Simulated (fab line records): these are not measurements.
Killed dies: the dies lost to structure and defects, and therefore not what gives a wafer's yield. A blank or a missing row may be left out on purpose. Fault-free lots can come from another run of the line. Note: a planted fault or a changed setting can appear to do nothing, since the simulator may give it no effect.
One fault through the eyes of 2 desks / flow nandHarc / each desk holds nothing but its own numbers, with what lay behind them at the end

== DESK OF THE TOOL OWNER: wetBench-10 ==
The tool's own readings at NHARC_THIN_TSV_STRIP_57 (strips in post etch residue remover, time 1200 s): means of the sampled wafers that have a number, for each lot that ran on this tool. A lot is out of limits, marked OUT, if its mean lies more than 4 standard deviations from the usual mean; the brackets give that distance.
Columns: A = bathGuardTempC at NHARC_THIN_TSV_STRIP_57, usual 72.6 C
lot=L377; first seen here=day 20 15:41; A=72.6
lot=L382; first seen here=day 21 04:10; A=72.4
lot=L388; first seen here=day 23 08:07; A=72.8
lot=L389; first seen here=day 23 09:22; A=72.3
This desk's verdict: no lot among the 4 shows anything out of limits.

== THE DEFECT DESK ==
Counts from the inspections along the route, per lot, as means over the sampled wafers that have a number. A lot is out of limits, marked OUT, if its mean lies more than 4 standard deviations from the usual mean; the brackets give that distance.
Columns: A = rawDefectCount at NHARC_THIN_TSV_INSPECT_40, usual 462
lot=L373; first seen here=day 19 08:29; A=588
lot=L377; first seen here=day 20 20:32; A=541
lot=L381; first seen here=day 21 07:23; A=402
lot=L382; first seen here=day 21 07:23; A=431
lot=L391; first seen here=day 23 00:43; A=422
lot=L388; first seen here=day 23 12:45; A=1532 (+12) OUT
lot=L389; first seen here=day 23 12:45; A=1704 (+14) OUT
lot=L390; first seen here=day 23 17:41; A=468
lot=L395; first seen here=day 24 17:44; A=438
lot=L396; first seen here=day 24 17:44; A=444
lot=L394; first seen here=day 24 17:44; A=424
This desk finds L388, L389 out of limits, L388 being first, at day 23 12:45 (rawDefectCount at NHARC_THIN_TSV_INSPECT_40). L373, L377, L381, L382, L391, L390, L395, L396, L394 stayed within limits.

== TAKEN TOGETHER ==
The defect desk could have raised an alarm at day 23 12:45, on L388, L389.
The tool owner's desk saw nothing out of limits.
Tool owner's desk: L388, L389 on record, inside its limits.
Of the lots named, all ran NHARC_THIN_TSV_STRIP_57 on wetBench-10.

== WHAT THE SIMULATOR HAD PUT IN ==
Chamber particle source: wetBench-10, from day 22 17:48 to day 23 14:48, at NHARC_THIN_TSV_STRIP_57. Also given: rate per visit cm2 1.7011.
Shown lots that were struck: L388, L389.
Hours from the fault's start to each desk's first reading out of limits: the defect desk, 19.
